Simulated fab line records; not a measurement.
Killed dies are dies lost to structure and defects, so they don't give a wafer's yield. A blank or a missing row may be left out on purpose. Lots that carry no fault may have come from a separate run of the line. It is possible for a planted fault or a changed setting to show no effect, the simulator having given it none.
Matching of chambers | flow n5_finfet | 4 sister chambers for N5_STI_FIN_REVEAL_STRIP_24 on rie_diel-02
The step strips in N2/H2, time 90 s. 8 wafers are shown with their chamber, then 8 later ones without.

== WAFERS WITH THEIR CHAMBER ==
wafer  | chamber | drypump_motor_current_A (A) | showerhead_plenum_p_Torr (Torr)
L079.4 | 1       | 6.4                         | 3.34
L084.6 | 1       | 6.4                         | 3.33
L090.1 | 2       | 5.2                         | 3.32
L090.3 | 3       | 5.3                         | 3.57
L091.1 | 0       | 5.1                         | 3.21
L091.2 | 2       | 5.1                         | 3.32
L091.6 | 3       | 5.3                         | 3.57
L094.3 | 0       | 5.1                         | 3.20

== WAFERS WITHOUT THEIR CHAMBER ==
wafer  | drypump_motor_current_A (A) | showerhead_plenum_p_Torr (Torr)
L094.4 | 6.4                         | 3.32
L094.6 | 5.2                         | 3.31
L095.2 | 5.3                         | 3.57
L095.3 | 5.1                         | 3.20
L095.6 | 6.4                         | 3.32
L097.1 | 5.1                         | 3.20
L097.2 | 5.3                         | 3.56
L097.4 | 5.3                         | 3.56

== THE CHAMBER EACH PASSED THROUGH ==
wafer  | from the rows above | in truth
L094.4 | 1                   | 1
L094.6 | 2                   | 2
L095.2 | 3                   | 3
L095.3 | 0                   | 0
L095.6 | 1                   | 1
L097.1 | 0                   | 0
L097.2 | 3                   | 3
L097.4 | 3                   | 3
Placed correctly: 8 of 8. Not placeable from these rows: 0. Placed wrongly: 0.
How it was worked out, from the rows above alone: a wafer's distance from a chamber is the root of the sum, over the readings, of the square of ((its reading less the chamber's mean) divided by the reading's scatter). If the next closest chamber is less than 2 further off than the closest, the wafer can't be placed; otherwise it belongs to the closest. The mean given for a chamber averages the wafers shown for that chamber. The scatter: the root of (the sum of the squares of (reading less its chamber's mean) over the shown wafers, divided by (wafers less chambers)).
